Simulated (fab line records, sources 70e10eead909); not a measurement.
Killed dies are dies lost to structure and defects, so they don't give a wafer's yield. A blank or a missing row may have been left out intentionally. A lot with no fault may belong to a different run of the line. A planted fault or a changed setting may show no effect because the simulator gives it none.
fab line records	flow nandHarc
record lots=6	wafers=18	lastDay=34
route steps=1302 shown A_BLC@1130 A_M0@1137 END@1302
lots untouched by any fault: they come from a run of this same line in which no faults occurred
startH: start of the lot's first displayed wafer, in hours after the record's first day	waitH: time in hours since the lot's previous step	" identical to the entry in the row above	L1.1+2: one row covering several wafers at once	- value missing, or start not given	* or withheld: withheld	< > ~ a bound
route shown NAME@n: NAME is a module with steps in the file, n the number in the route of the first one	usual: mean/standard deviation of fault-free wafers	same: alike in all rows	chamber/n: place in a boat	sites: each site's reading	_std_site: how widely they spread, as a standard deviation	_edge_site: mean of outer sites minus mean of inner sites	radiusMm: how far each site lies from the wafer's centre	mask NAME#n: copy n	behind: the last tool/chamber to shape the wafer	hold: cause of the lot's hold/its duration in hours/its outcome	device: the transistor (n, p or np) that didn't switch	end of line: the route-end tests of the same wafers	a step given without rows: its recipe and nothing more	killed: count of dies lost to structure and defects at first sort (not the wafer's yield)	map: dies across one wafer; x = killed, . = not, _ = none there
set.NAME: the setting as run; set.NAME@STEP: as run at that earlier step	model.NAME: the simulator's own value behind a step, which no gauge read
lots seen at some steps along the route; tables by step, rows by wafer
services: a tool's chamber out of use, with start hour (startH, from the record's first day; less than 0 if before it), hours out, and reason
## steps
# step NHARC_A_BLC_PVD_32
# recipe targetThkA=50	chamberPressurePa=5	powerW=5000	substrateTempC=200	timeS=17.7	material=Ti
# usual throttleValvePct=29.8/0.96
lot.wafer	tool	chamber	startH	waitH	throttleValvePct
L198.2	pvdSputter-01	-	-	-	28.5
L198.4	"	-	"	"	28.5
L198.6	"	-	"	"	28.8
L200.2	pvdSputter-03	-	-	-	31.1
L200.5	"	-	"	"	28.7
L200.6	"	-	"	"	29.4
L208.1	pvdSputter-01	-	-	-	28.8
L208.2	"	-	"	"	28.7
L208.3	"	-	"	"	28.5
L209.4	pvdSputter-03	-	-	-	30.3
L209.1	"	-	"	"	29.9
L209.5	"	-	"	"	30.2
L211.1	pvdSputter-02	-	-	-	31.5
L211.2	"	-	"	"	30.9
L211.5	"	-	"	"	31.1
L210.1	pvdSputter-02	-	-	-	30.6
L210.2	"	-	"	"	30.2
L210.6	"	-	"	"	29.8
# step NHARC_A_BLC_ALD_23
# recipe targetThkA=30	pulseTimeS=1	aldCycles=150	tempC=450	material=TiN
# usual heaterPowerW=1083/100	precursorPulseHeightRel=0.999/0.02
lot.wafer	tool	chamber	startH	waitH	heaterPowerW	precursorPulseHeightRel	sinceWetCleanH
L198.4	aldMetal-04	3	619.37	-	1031	1.047	135
L198.2	"	1	"	"	1227	0.968	135
L198.6	"	2	"	"	973	0.993	-
L200.2	aldMetal-03	3	640.58	-	993	1.002	63
L200.5	"	0	"	"	1050	1.016	-
L200.6	"	1	"	"	1006	1.018	-
L208.2	aldMetal-04	3	729.95	-	914	0.966	68
L208.1	"	0	"	"	1159	0.971	68
L208.3	"	1	"	"	1209	0.996	68
L209.4	aldMetal-02	0	739.00	-	1127	1.006	119
L209.1	"	2	"	"	1133	0.999	119
L209.5	"	0	"	"	1118	1.008	-
L211.2	aldMetal-02	1	751.61	-	1229	1.003	132
L211.1	"	2	"	"	1142	1.004	132
L211.5	"	0	"	"	1138	1.013	-
L210.2	aldMetal-04	2	770.32	-	954	0.981	108
L210.1	"	0	"	"	1134	0.997	108
L210.6	"	1	"	"	1205	1.007	-
# step NHARC_A_BLC_CVD_24
# recipe targetThkA=1500	tempC=300	pressureTorr=40	wf6FlowSccm=40	h2FlowSccm=1600	arFlowSccm=1560	timeS=434	material=W
# usual heaterPowerW=441/25	throttleValvePct=8.21/0.2
lot.wafer	tool	chamber	startH	waitH	heaterPowerW	sinceWetCleanH	throttleValvePct
L198.2	cvdW-02	1	-	-	436	157	8.14
L198.4	"	1	"	"	437	-	7.96
L198.6	"	1	"	"	437	-	8.10
L200.2	cvdW-01	1	-	-	405	81	8.39
L200.5	"	1	"	"	416	-	8.36
L200.6	"	0	"	"	440	-	8.10
L208.1	cvdW-02	0	-	-	469	86	8.06
L208.2	"	1	"	"	455	86	7.94
L208.3	"	1	"	"	478	-	8.17
L209.1	cvdW-02	0	-	-	465	95	8.41
L209.4	"	0	"	"	467	-	8.13
L209.5	"	1	"	"	460	-	8.25
L211.1	cvdW-01	0	-	-	411	11	8.10
L211.2	"	1	"	"	419	11	8.19
L211.5	"	1	"	"	411	-	8.06
L210.2	cvdW-01	0	-	-	410	30	8.04
L210.1	"	1	"	"	401	30	7.79
L210.6	"	1	"	"	403	-	8.01
# step NHARC_A_BLC_CMP_25
# recipe tOverpolishS=30	targetThkNm=150
# usual motorCurrentA=11.6/1	overpolishRunS=29.999/0.0084	slurryFlowMlMin=149.9/0.49	timeToEndpointS=30.0/2.6
lot.wafer	tool	chamber	startH	waitH	motorCurrentA	overpolishRunS	slurryFlowMlMin	timeToEndpointS
L198.4	cmp-04	2	620.11	0.3	12.2	30.003	150.1	34.2
L198.2	"	3	"	"	11.7	29.987	149.7	31.2
L198.6	"	2	"	"	12.6	30.010	150.3	31.9
L200.2	cmp-03	0	641.64	0.5	9.8	30.006	149.8	32.0
L200.5	"	1	"	"	12.5	30.007	149.7	28.6
L200.6	"	2	"	"	11.6	29.988	149.8	27.9
L208.3	cmp-02	1	730.69	0.3	12.1	30.000	150.1	31.5
L208.1	"	2	"	"	10.5	30.019	149.5	32.9
L208.2	"	3	"	"	10.6	29.995	150.0	32.7
L209.1	cmp-04	0	739.73	0.5	13.9	30.005	149.7	29.7
L209.4	"	2	"	"	12.4	30.002	149.8	30.8
L209.5	"	0	"	"	13.1	30.000	149.8	30.8
L211.2	cmp-02	1	752.30	0.4	13.5	30.005	149.4	33.7
L211.1	"	0	"	"	10.8	30.006	149.9	33.3
L211.5	"	1	"	"	12.7	29.981	150.1	33.5
L210.2	cmp-03	2	771.03	0.5	12.3	30.002	150.0	27.4
L210.1	"	0	"	"	9.6	30.007	149.7	27.5
L210.6	"	2	"	"	12.6	29.997	149.9	30.1
# step NHARC_A_BLC_SRD_27
# step NHARC_A_BLC_INSPECT_28
# usual rawDefectCount=513/110
lot.wafer	tool	chamber	startH	waitH	rawDefectCount
L198.2	defectInspect-02	-	620.49	0.1	451
L198.4	"	-	"	"	521
L198.6	"	-	"	"	413
L200.2	defectInspect-01	-	641.97	0.1	679
L200.5	"	-	"	"	697
L200.6	"	-	"	"	673
L208.1	defectInspect-01	-	731.08	0.1	574
L208.2	"	-	"	"	458
L208.3	"	-	"	"	469
L209.1	defectInspect-02	-	740.14	0.1	511
L209.4	"	-	"	"	513
L209.5	"	-	"	"	420
L211.1	defectInspect-01	-	752.70	0.1	624
L211.2	"	-	"	"	477
L211.5	"	-	"	"	665
L210.1	defectInspect-01	-	771.43	0.1	495
L210.2	"	-	"	"	548
L210.6	"	-	"	"	325
# step NHARC_A_M0_DEP_00
# recipe targetThkA=1500	targetThkNm=150	tempC=withheld	pressureTorr=5	flowSccm=200	rfW=600	material=SiOC
# step NHARC_A_M0_DEHYDRATE_01
# recipe tempC=150	timeS=120
# step NHARC_A_M0_HMDS_02
# recipe timeS=30
# step NHARC_A_M0_COAT_33
# recipe tempC=200	timeS=65
# step NHARC_A_M0_COAT_03
# recipe spinRpm=1500	resistThkNm=90
# step NHARC_A_M0_SOFTBAKE_04
# recipe tempC=105	timeS=55
# usual exhaustPa=45.0/0.97	heaterPowerTotalW=188.46/0.14
lot.wafer	tool	chamber	startH	waitH	exhaustPa	heaterPowerTotalW
L198.2	lithoTrack-04	0	620	-	45.2	188.68
L198.4	"	0	"	"	43.6	188.32
L198.6	"	0	"	"	45.4	188.45
L200.2	lithoTrack-01	0	642	-	43.9	188.48
L200.5	"	0	"	"	45.7	188.24
L200.6	"	0	"	"	44.7	188.62
L208.1	lithoTrack-01	0	731	-	42.8	164.78
L208.2	"	0	"	"	43.3	164.92
L208.3	"	0	"	"	43.7	164.96
L209.1	lithoTrack-01	0	740	-	45.1	164.89
L209.4	"	0	"	"	45.1	164.82
L209.5	"	0	"	"	44.1	164.76
L211.1	lithoTrack-04	0	753	-	45.5	188.32
L211.2	"	0	"	"	46.0	188.73
L211.5	"	0	"	"	46.2	188.62
L210.1	lithoTrack-04	0	771	-	45.3	188.75
L210.2	"	0	"	"	45.5	188.71
L210.6	"	0	"	"	44.7	188.36
# step NHARC_A_M0_EBR_05
# step NHARC_A_M0_EXPOSE_06
# recipe na=1.35	targetCdNm=80	doseMj=83.25	maskId=A_M0
# step NHARC_A_M0_PEB_07
# recipe pebTempC=100	pebTimeS=65
# step NHARC_A_M0_DEVELOP_08
# recipe developTimeS=35	devTempC=23
# step NHARC_A_M0_CD_MEAS_09
# recipe targetCdNm=80	landingEnergyEv=500
# usual cdNm=80.2/0.58
lot.wafer	tool	chamber	startH	waitH	cdNm
L198.2	cdSem-02	0	621.39	-	79.1
L198.4	"	0	"	"	79.8
L198.6	"	0	"	"	80.7
L200.2	cdSem-03	0	642.88	-	79.9
L200.5	"	0	"	"	80.4
L200.6	"	0	"	"	79.6
L208.1	cdSem-02	0	731.98	-	81.5
L208.2	"	0	"	"	81.7
L208.3	"	0	"	"	82.5
L209.1	cdSem-02	0	741.03	-	80.8
L209.4	"	0	"	"	81.0
L209.5	"	0	"	"	81.6
L211.1	cdSem-01	0	753.60	-	80.5
L211.2	"	0	"	"	79.6
L211.5	"	0	"	"	80.0
L210.1	cdSem-03	0	772.34	-	79.6
L210.2	"	0	"	"	79.4
L210.6	"	0	"	"	80.0
# step NHARC_A_M0_OVL_MEAS_10
# recipe pitchNm=160
# usual overlayXNm=0.1/0.82	overlayYNm=0.0/0.74
lot.wafer	tool	chamber	startH	waitH	overlayXNm	overlayYNm
L198.2	overlay-01	-	621.48	-	-0.5	-0.4
L198.4	"	-	"	"	-0.8	-0.7
L198.6	"	-	"	"	-0.4	-1.2
L200.2	overlay-02	-	642.97	-	0.4	-1.2
L200.5	"	-	"	"	-0.6	-1.2
L200.6	"	-	"	"	0.3	-0.9
L208.1	overlay-01	-	732.07	-	-2.1	0.9
L208.2	"	-	"	"	-2.5	1.1
L208.3	"	-	"	"	-1.7	0.9
L209.1	overlay-02	-	741.12	-	-0.4	0.3
L209.4	"	-	"	"	-0.4	1.0
L209.5	"	-	"	"	0.4	1.4
L211.1	overlay-02	-	753.69	-	-0.7	1.1
L211.2	"	-	"	"	-0.1	1.3
L211.5	"	-	"	"	-0.2	1.0
L210.1	overlay-01	-	772.42	-	-0.4	0.0
L210.2	"	-	"	"	-0.5	-0.2
L210.6	"	-	"	"	-0.2	-0.4
# step NHARC_A_M0_INSPECT_11
# usual rawDefectCount=86/38
lot.wafer	tool	chamber	startH	waitH	rawDefectCount
L198.2	defectInspect-02	-	621.51	0.0	20
L198.4	"	-	"	"	26
L198.6	"	-	"	"	20
L200.2	defectInspect-02	-	643.02	0.1	173
L200.5	"	-	"	"	144
L200.6	"	-	"	"	149
L208.1	defectInspect-02	-	732.11	0.0	105
L208.2	"	-	"	"	93
L208.3	"	-	"	"	133
L209.1	defectInspect-02	-	741.16	0.0	89
L209.4	"	-	"	"	91
L209.5	"	-	"	"	101
L211.1	defectInspect-01	-	753.72	0.0	108
L211.2	"	-	"	"	96
L211.5	"	-	"	"	103
L210.1	defectInspect-02	-	772.46	0.0	16
L210.2	"	-	"	"	19
L210.6	"	-	"	"	21
# step NHARC_A_M0_DESCUM_14
# recipe timeS=3	o2FlowSccm=200	arFlowSccm=0	biasPowerW=0	chemistry=O2
# usual drypumpMotorCurrentA=5.6/0.51	o2FlowSccm=199.9/0.58	oesProductAu=0.999/0.011	rfVppV=57.9/0.88	showerheadPlenumPTorr=1.93/0.079	throttleValvePct=11.311/0.0095
# same biasPowerW=0
lot.wafer	tool	chamber	startH	waitH	drypumpMotorCurrentA	o2FlowSccm	oesProductAu	rfHoursCounterH	rfVppV	showerheadPlenumPTorr	throttleValvePct	model.A_M0.cdNm
L198.2	rieDiel-08	0	621.60	0.1	5.1	201.0	0.996	3.7	58.2	1.85	11.323	78.01
L198.6	"	2	"	"	6.3	200.3	1.008	-	59.6	2.01	11.298	80.46
L198.4	"	0	"	"	5.1	200.5	0.996	-	58.2	1.85	11.305	79.17
L200.2	rieDiel-01	2	643.10	0.1	5.4	201.0	1.004	5.0	57.2	1.80	11.302	80.14
L200.6	"	3	"	"	6.1	199.7	0.987	-	58.5	2.03	11.307	79.96
L200.5	"	0	"	"	6.3	199.9	1.011	-	57.9	1.99	11.309	80.68
L208.1	rieDiel-05	3	732.17	0.1	6.1	199.4	1.028	8.2	56.5	1.89	11.302	81.44
L208.3	"	1	"	"	5.8	198.5	0.998	7.2	57.6	1.81	11.320	82.89
L208.2	"	2	"	"	5.0	199.4	1.008	7.8	59.3	2.02	11.290	82.18
L209.1	rieDiel-05	1	741.23	0.1	5.8	199.9	0.982	7.4	58.2	1.81	11.309	81.11
L209.4	"	3	"	"	6.1	200.0	1.026	8.4	56.1	1.89	11.298	80.86
L209.5	"	0	"	"	5.1	199.9	1.002	-	59.0	1.97	11.327	81.7
L211.2	rieDiel-08	2	753.78	0.1	6.4	200.0	0.991	0.3	57.8	2.01	11.308	79.98
L211.1	"	1	"	"	5.9	201.1	0.986	0.3	58.3	1.88	11.308	80.72
L211.5	"	3	"	"	5.0	200.1	1.003	-	58.1	1.94	11.315	79.96
L210.1	rieDiel-05	0	772.54	0.1	5.0	200.2	0.995	0.9	58.6	1.96	11.313	80.27
L210.2	"	1	"	"	5.8	199.4	0.994	0.9	56.9	1.81	11.315	79.85
L210.6	"	2	"	"	5.0	200.6	0.990	-	58.1	2.02	11.315	80.05
# step NHARC_A_M0_ETCH_34
# recipe targetDepthA=400	overetchA=120	timeS=43.94	ionEnergyEv=200	n2FlowSccm=150	h2FlowSccm=150	arFlowSccm=0	rfW=400	biasW=150	chemistry=N2/H2
# usual drypumpMotorCurrentA=5.6/0.52	n2FlowSccm=149.9/0.49	oesProductAu=1.000/0.011	rfVppV=431.1/2.6	showerheadPlenumPTorr=2.06/0.086	throttleValvePct=14.170/0.0093
lot.wafer	tool	chamber	startH	waitH	drypumpMotorCurrentA	n2FlowSccm	oesProductAu	rfHoursCounterH	rfVppV	showerheadPlenumPTorr	throttleValvePct	model.A_M0.cdNm
L198.2	rieDiel-08	2	621.68	0.1	6.4	149.8	1.008	4.1	432.8	2.14	14.157	78.41
L198.4	"	0	"	"	5.1	149.8	1.002	-	427.2	1.97	14.164	79.2
L198.6	"	2	"	"	6.3	149.1	1.009	-	434.8	2.14	14.158	80.64
L200.2	rieDiel-01	0	643.17	0.1	6.3	150.4	1.005	5.2	433.5	2.12	14.160	80.65
L200.6	"	3	"	"	6.1	149.5	0.984	-	435.0	2.17	14.175	79.79
L200.5	"	0	"	"	6.3	150.2	0.993	-	432.4	2.12	14.179	80.65
L208.2	rieDiel-05	1	732.25	0.1	5.8	148.8	0.987	7.2	426.1	1.92	14.168	82
L208.3	"	2	"	"	5.0	149.6	1.007	7.8	434.8	2.16	14.177	83.21
L208.1	"	0	"	"	5.1	151.1	0.993	7.5	433.2	2.10	14.189	81.59
L209.4	rieDiel-05	2	741.31	0.1	5.0	150.0	1.008	8.1	433.7	2.16	14.159	81.12
L209.1	"	3	"	"	6.0	149.5	1.022	8.4	429.3	2.02	14.160	81.61
L209.5	"	1	"	"	5.8	150.3	1.004	-	425.9	1.92	14.180	81.45
L211.2	rieDiel-08	3	753.87	0.1	5.0	151.0	1.009	0.3	430.7	2.07	14.158	79.98
L211.1	"	1	"	"	5.9	149.1	0.974	0.4	429.8	2.00	14.170	80.45
L211.5	"	2	"	"	6.4	149.9	1.001	-	432.7	2.14	14.165	80.07
L210.1	rieDiel-05	3	772.61	0.1	6.0	149.2	1.023	0.5	429.4	2.02	14.166	79.86
L210.2	"	1	"	"	5.8	150.2	0.992	0.9	428.7	1.92	14.178	79.49
L210.6	"	3	"	"	6.0	149.8	1.000	-	429.1	2.02	14.170	79.88
# step NHARC_A_M0_ETCH_15
# recipe targetDepthA=1500	overetchA=150	timeS=82.5	c4f8FlowSccm=withheld	arFlowSccm=400	rfW=600	biasW=300	chemistry=C4F8/Ar
# usual oesProductAu=0.955/0.024	rfVppV=441.3/2.4
lot.wafer	tool	chamber	startH	waitH	oesProductAu	rfHoursCounterH	rfVppV
L198.2	rieDiel-08	3	-	-	0.985	3.7	440.8
L198.4	"	3	"	"	0.978	-	440.6
L198.6	"	2	"	"	0.965	-	442.2
L200.2	rieDiel-01	2	-	-	0.967	5.0	437.0
L200.6	"	3	"	"	0.946	-	444.4
L200.5	"	0	"	"	0.963	-	442.2
L208.1	rieDiel-05	1	-	-	0.917	7.2	435.2
L208.3	"	2	"	"	0.925	7.9	445.4
L208.2	"	3	"	"	0.933	8.2	441.0
L209.1	rieDiel-05	3	-	-	0.962	8.4	441.2
L209.4	"	0	"	"	0.928	7.7	441.7
L209.5	"	0	"	"	0.935	-	441.4
L211.2	rieDiel-08	2	-	-	0.958	0.3	442.5
L211.1	"	0	"	"	0.970	0.4	438.5
L211.5	"	3	"	"	0.966	-	442.8
L210.1	rieDiel-05	1	-	-	0.968	0.9	438.0
L210.2	"	2	"	"	0.952	0.5	444.5
L210.6	"	3	"	"	0.971	-	439.9
# step NHARC_END_SORT_01
# recipe tempC=25
# usual defectLimitedYield=91.8/2.8	killedAtArray=51/18	killedAtOther=1.0/1.2	killedAtPeriphery=3.7/2.9	killedDies=55/19	killedOpen=3.5/1.9	killedShort=2.6/1.6	sort_bin_2_pct=2.9/1.3	sort_bin_3_pct=0.6/0.38	sort_bin_4_pct=4.6/1.5	sortNPass=622/19	sortRimYieldPct=94/3.2	sortYieldPct=91.8/2.8
# same grossDies=677	sort_bin_5_pct[%]=0	sort_bin_6_pct[%]=0	sort_bin_7_pct[%]=0	sort_bin_8_pct[%]=0	sortRimNGross=106.00
lot.wafer	tool	chamber	startH	waitH	defectLimitedYield[%]	killedAtArray	killedAtOther	killedAtPeriphery	killedDies	killedOpen	killedShort	sort_bin_2_pct[%]	sort_bin_3_pct[%]	sort_bin_4_pct[%]	sortNPass	sortRimYieldPct[%]	sortYieldPct[%]
L200.2	prober-02	0	683.71	2.8	87.9	76	0	6	82	2	3	5.3	0.6	6.2	595	90	87.9
L200.5	prober-02	0	686.09	3.7	88.5	71	0	7	78	2	3	4.7	1.0	5.8	599	92	88.5
L200.6	prober-02	0	686.89	4.0	86.3	87	0	6	93	1	0	5.2	1.3	7.2	584	95	86.3
L208.2	prober-02	0	778.13	2.8	95.7	24	0	5	29	2	2	2.2	0.1	1.9	648	88	95.7
# killed by level:class
L200.2 A_CHANNEL_HOLE_D1:chamberFilmFlake=38 A_SLIT:chamberFilmFlake=12 P_GATE:chamberFilmFlake=6 A_CHANNEL_HOLE_D2:chamberFilmFlake=5 A_STAIRCASE:chamberFilmFlake=4 A_CONTACT:chamberFilmFlake=4 A_CHANNEL_FILL_D2:chamberFilmFlake=3 A_SGD_CUT:chamberFilmFlake=2
L200.5 A_CHANNEL_HOLE_D1:chamberFilmFlake=38 A_SLIT:chamberFilmFlake=10 P_GATE:chamberFilmFlake=6 A_STAIRCASE:chamberFilmFlake=5 A_CHANNEL_HOLE_D2:chamberFilmFlake=4 A_CHANNEL_FILL_D2:chamberFilmFlake=2 A_SGD_CUT:chamberFilmFlake=2 A_CHANNEL_HOLE_D2:geometricParticle:short=1
L200.6 A_CHANNEL_HOLE_D1:chamberFilmFlake=33 A_SLIT:chamberFilmFlake=26 A_CHANNEL_HOLE_D2:chamberFilmFlake=16 P_GATE:chamberFilmFlake=6 A_STAIRCASE:chamberFilmFlake=5 A_CHANNEL_FILL_D2:chamberFilmFlake=2 A_SGD_CUT:chamberFilmFlake=2 A_WL_FILL:geometricParticle:open=1
L208.2 A_SLIT:chamberFilmFlake=7 A_CHANNEL_HOLE_D2:chamberFilmFlake=4 P_M0:chamberFilmFlake=3 A_CHANNEL_FILL_D1:chamberFilmFlake=3 A_CHANNEL_HOLE_D1:chamberFilmFlake=2 A_DECK1_JOINT:chamberFilmFlake=2 A_CONTACT:chamberFilmFlake=2 P_M0:geometricParticle:open=1
## services
tool	chamber	startH	hours	kind
cmp-04	-	601.00	4.0	pm
rieDiel-01	2	607.30	20.7	repair
aldMetal-02	-	610.00	10.0	pm
rieDiel-08	1	613.84	12.6	repair
cmp-02	-	617.82	1.3	repair
rieDiel-01	-	623.15	1.1	repair
cmp-02	-	626.85	4.0	pm
cvdW-02	-	631.00	13.0	pm
rieDiel-01	-	633.49	0.4	repair
cmp-04	-	634.21	2.0	repair
pvdSputter-02	-	638.01	10.0	pm
aldMetal-04	-	652.00	10.0	pm
cmp-03	-	652.00	4.0	pm
rieDiel-01	3	669.42	4.8	repair
pvdSputter-02	-	670.42	2.4	repair
lithoTrack-01	-	680.00	7.0	pm
aldMetal-02	0	684.09	3.5	repair
rieDiel-08	-	721.86	9.0	pm
cvdW-01	-	728.00	13.0	pm
lithoTrack-04	-	728.00	7.0	pm
rieDiel-01	-	734.88	9.0	pm
rieDiel-01	3	745.10	6.3	repair
aldMetal-04	-	750.20	1.1	repair
rieDiel-05	-	760.60	9.0	pm
## key
firstSign step=NHARC_A_M0_SOFTBAKE_04	reading=heaterPowerTotalW	direction=down	sigmas=99+	usual=*	struck=*
effect step=NHARC_A_M0_CD_MEAS_09	reading=cdNm	direction=up	sigmas=2.4	usual=80.2	struck=81.5
modelEffect step=NHARC_A_M0_DESCUM_14	value=A_M0.cdNm	without=80.59	struck=81.7
modelEffect step=NHARC_A_M0_ETCH_34	value=A_M0.cdNm	without=80.73	struck=81.83
metAt NHARC_A_M0_SOFTBAKE_04
struckWafers L208.1,L208.2,L208.3,L209.1,L209.4,L209.5
onsetBetween 642 731
fault kind=processParameterDrift	tool=lithoTrack-01	chamber=-	onsetH=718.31	steps=NHARC_A_M0_SOFTBAKE_04	channel=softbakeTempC	offset=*	shape=step	endH=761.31	actsIn=*	stated=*
